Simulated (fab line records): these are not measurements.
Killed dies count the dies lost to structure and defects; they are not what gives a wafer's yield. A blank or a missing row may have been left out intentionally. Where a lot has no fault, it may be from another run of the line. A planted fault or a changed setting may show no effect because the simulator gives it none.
Which tool did it? | flow n5-finfet | 39 wafers from 13 lots sampled at 3 of the route's 1938 steps

WHAT THE GAUGES READ, wafer by wafer
N5_MIM_BOT_LITHO_CD_MEAS_08: target cd 3000 nm. Usual: cd-nm reads 3000.0 nm (standard deviation 2.1).
lot  | measured     | on        | cd-nm (nm)           | flag
L413 | day 11 20:17 | cd-sem-01 | 3002.3 2999.9 3002.5 |
L414 | day 12 13:51 | cd-sem-02 | 2999.6 3000.6 2998.9 |
L416 | day 12 19:00 | cd-sem-02 | 3000.0 2999.6 2999.6 |
L417 | day 12 19:20 | cd-sem-02 | 2997.0 2998.4 2998.7 |
L418 | day 13 00:59 | cd-sem-03 | 3000.5 2994.9 2997.3 |
L420 | day 13 23:41 | cd-sem-02 | 3000.0 2998.7 3003.3 |
L421 | day 13 17:54 | cd-sem-01 | 3000.9 2997.0 2998.5 |
L422 | day 14 04:52 | cd-sem-02 | 2995.7 2998.6 2997.8 |
L423 | day 14 09:41 | cd-sem-01 | 3001.1 3001.2 2997.3 |
L424 | day 14 12:46 | cd-sem-03 | 3000.4 2997.3 2997.4 |
L428 | day 15 23:58 | cd-sem-02 | 3000.0 3000.9 3001.4 |
L435 | day 18 02:53 | cd-sem-03 | 3003.1 3004.1 3005.8 |
L436 | day 18 04:04 | cd-sem-01 | 3001.0 3000.8 3003.6 |

EACH LOT AND THE TOOL THAT RAN IT (in order: tool; ch and the chambers of the sampled wafers; start)
lot  | N5_PMOS_HMC_CHANNEL_EPI_PRECLEAN_18 | N5_MIM_TOP_ETCH_PECVD_03
L413 | wet-bench-05 ch 4,6,7, day 1 18:32  | pecvd-04 ch 1,2, day 11 19:56
L414 | wet-bench-05 ch 1,4,7, day 1 23:41  | pecvd-04 ch 0,1, day 12 13:29
L416 | wet-bench-05 ch 0,2,3, day 2 11:52  | pecvd-02 ch 0,2, day 12 18:38
L417 | wet-bench-05 ch 0,2,4, day 2 17:48  | pecvd-03 ch 1,2, day 12 18:52
L418 | wet-bench-06 ch 5,6,7, day 2 23:48  | pecvd-03 ch 0,1,2, day 13 00:31
L420 | wet-bench-06 ch 4,6,7, day 3 12:06  | pecvd-04 ch 1,2, day 13 23:13
L421 | wet-bench-01 ch 0,1,4, day 3 18:29  | pecvd-02 ch 0,1,2, day 13 17:34
L422 | wet-bench-06 ch 0,3,7, day 4 00:20  | pecvd-03 ch 0,2, day 14 04:31
L423 | wet-bench-05 ch 0,4,5, day 4 06:49  | pecvd-03 ch 0,2, day 14 09:12
L424 | wet-bench-06 ch 0,1,6, day 4 12:39  | pecvd-02 ch 0,1, day 14 12:17
L428 | wet-bench-01 ch 1,2,4, day 5 12:17  | pecvd-02 ch 1,2, day 15 23:29
L435 | wet-bench-06 ch 0,1,6, day 7 06:23  | pecvd-02 ch 0,2, day 18 02:32
L436 | wet-bench-05 ch 0,2,6, day 7 12:25  | pecvd-04 ch 1,2, day 18 03:43
- N5_PMOS_HMC_CHANNEL_EPI_PRECLEAN_18: cleans in DHF, time 30 s.
- N5_MIM_TOP_ETCH_PECVD_03: deposits SiNx from SiH4/NH3/N2, target thk 20 nm, time 17.6 s.

AS READ BY THE TOOLS THEMSELVES (means over the sampled wafers that have a number; for cases with no such wafer, the mark the record gives instead)
N5_MIM_TOP_ETCH_PECVD_03. Usual: heater-power-w 790 W, standard deviation 160; showerhead-plenum-p-Torr 5.16 Torr, standard deviation 0.074; throttle-valve-pct 40.1 %, standard deviation 1.3.
lot  | tool     | heater-power-w (W) | showerhead-plenum-p-Torr (Torr) | throttle-valve-pct (%) | flag
L413 | pecvd-04 | 714                | 5.13                            | 40.0                   |
L414 | pecvd-04 | 700                | 5.18                            | 39.4                   |
L416 | pecvd-02 | 781                | 5.20                            | 41.3                   |
L417 | pecvd-03 | 680                | 5.08                            | 39.1                   |
L418 | pecvd-03 | 687                | 5.17                            | 40.0                   |
L420 | pecvd-04 | 796                | 5.15                            | 39.8                   |
L421 | pecvd-02 | 909                | 5.16                            | 40.3                   |
L422 | pecvd-03 | 642                | 5.12                            | 39.4                   |
L423 | pecvd-03 | 620                | 5.12                            | 39.3                   |
L424 | pecvd-02 | 984                | 5.13                            | 40.2                   |
L428 | pecvd-02 | 982                | 5.18                            | 39.1                   |
L435 | pecvd-02 | 884                | 5.20                            | 41.8                   |
L436 | pecvd-04 | 755                | 5.12                            | 40.5                   |

THE ANSWER, worked out from the rows above alone
Rule: lot off if the mean of its wafers having a number is beyond 3 standard deviations from the usual mean. A lot without any number at a reading at which 4 lots or more have one is off too. All remaining lots with rows at the step are treated as sound. The gauges are gone through in route order, then the tools' own readings, and for those a lot's mean is taken as printed above. At the first step where some lot is off, the reading lying furthest off is the one used; lots without a number count as furthest.
No lot is off on any of the readings shown, so nothing can be concluded from this.

WHAT THE SIMULATOR PUT IN
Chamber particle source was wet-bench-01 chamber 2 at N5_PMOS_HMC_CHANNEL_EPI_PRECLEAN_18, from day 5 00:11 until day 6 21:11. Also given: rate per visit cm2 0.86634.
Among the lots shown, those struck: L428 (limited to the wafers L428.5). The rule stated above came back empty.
